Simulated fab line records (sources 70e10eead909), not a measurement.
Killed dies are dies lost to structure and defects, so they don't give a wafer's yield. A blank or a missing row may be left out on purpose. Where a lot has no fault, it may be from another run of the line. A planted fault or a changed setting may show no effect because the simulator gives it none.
Chamber matching ; flow nand_harc ; NHARC_A_STAIRCASE_TRIM_12 on rie_diel-11 has 4 sister chambers
The step chemistry O2, time 211.2 s. 8 wafers are shown with their chamber, then 12 later ones without.

WAFERS WITH THEIR CHAMBER
wafer;chamber;drypump_motor_current_A (A);showerhead_plenum_p_Torr (Torr)
L077.5;1;5.4;3.36
L089.4;1;5.3;3.35
L089.5;0;6.0;3.51
L090.5;3;5.0;3.48
L090.6;2;6.0;3.62
L092.1;3;5.0;3.48
L092.3;2;6.0;3.62
L092.5;0;6.0;3.51

WAFERS WITHOUT THEIR CHAMBER
wafer;drypump_motor_current_A (A);showerhead_plenum_p_Torr (Torr)
L094.2;5.0;3.48
L094.4;6.0;3.62
L094.5;5.0;3.48
L095.1;6.0;3.61
L095.2;6.0;3.51
L095.3;5.0;3.48
L095.4;6.0;3.61
L095.5;5.0;3.48
L095.6;6.0;3.51
L097.1;5.3;3.34
L097.2;6.0;3.50
L097.3;6.0;3.61

WHICH CHAMBER EACH WENT THROUGH
wafer;from the rows above;in truth
L094.2;3;3
L094.4;2;2
L094.5;3;3
L095.1;2;2
L095.2;0;0
L095.3;3;3
L095.4;2;2
L095.5;3;3
L095.6;0;0
L097.1;1;1
L097.2;0;0
L097.3;2;2
Placed correctly: 12 of 12. Can't be placed from these rows: 0. Wrongly placed: 0.
How it was worked out, from the rows above alone: a wafer's distance from a chamber is the root of the sum, over the readings, of the square of ((its reading less the chamber's mean) divided by the reading's scatter). If the next closest chamber is less than 2 further off than the closest, the wafer can't be placed; otherwise it belongs to the closest. A chamber's mean is the mean of its shown wafers. The scatter is the square root of a quotient: the sum, over the shown wafers, of each reading's squared deviation from its chamber's mean, divided by wafers minus chambers.
